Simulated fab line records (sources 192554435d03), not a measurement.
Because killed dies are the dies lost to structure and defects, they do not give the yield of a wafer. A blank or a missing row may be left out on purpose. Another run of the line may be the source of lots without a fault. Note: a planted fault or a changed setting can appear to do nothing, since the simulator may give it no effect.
Chamber matching	flow n5_finfet	rie_diel-03 running N5_BEOL_M9_STRIP_67: 4 sister chambers
The step strips in CF4. 8 wafers are shown with their chamber, then 9 later ones without.

WAFERS WITH THEIR CHAMBER
wafer	chamber	showerhead_plenum_p_Torr (Torr)	throttle_valve_pct (%)
L087.1	1	1.760	13.63
L090.3	1	1.759	13.65
L091.2	0	1.800	13.52
L091.3	2	1.773	14.08
L091.6	3	1.710	13.88
L089.3	0	1.800	13.52
L089.5	2	1.773	14.11
L089.6	3	1.710	13.90

WAFERS WITHOUT THEIR CHAMBER
wafer	showerhead_plenum_p_Torr (Torr)	throttle_valve_pct (%)
L092.2	1.710	13.91
L092.3	1.799	13.53
L092.4	1.772	14.09
L095.2	1.771	14.11
L095.3	1.798	13.53
L095.4	1.708	13.90
L097.1	1.770	14.13
L097.4	1.755	13.70
L097.5	1.770	14.12

CHAMBER TAKEN BY EACH
wafer	from the rows above	in truth
L092.2	3	3
L092.3	0	0
L092.4	2	2
L095.2	2	2
L095.3	0	0
L095.4	3	3
L097.1	2	2
L097.4	1	1
L097.5	2	2
Placed correctly: 9 of 9. Number that these rows cannot place: 0. Number placed wrongly: 0.
How it was worked out, from the rows above alone: a wafer's distance from a chamber is the root of the sum, over the readings, of the square of ((its reading less the chamber's mean) divided by the reading's scatter). If the next closest chamber is less than 2 further off than the closest, the wafer can't be placed; otherwise it belongs to the closest. A chamber's mean is the mean of its shown wafers. The scatter is the square root of a quotient: the sum, over the shown wafers, of each reading's squared deviation from its chamber's mean, divided by wafers minus chambers.
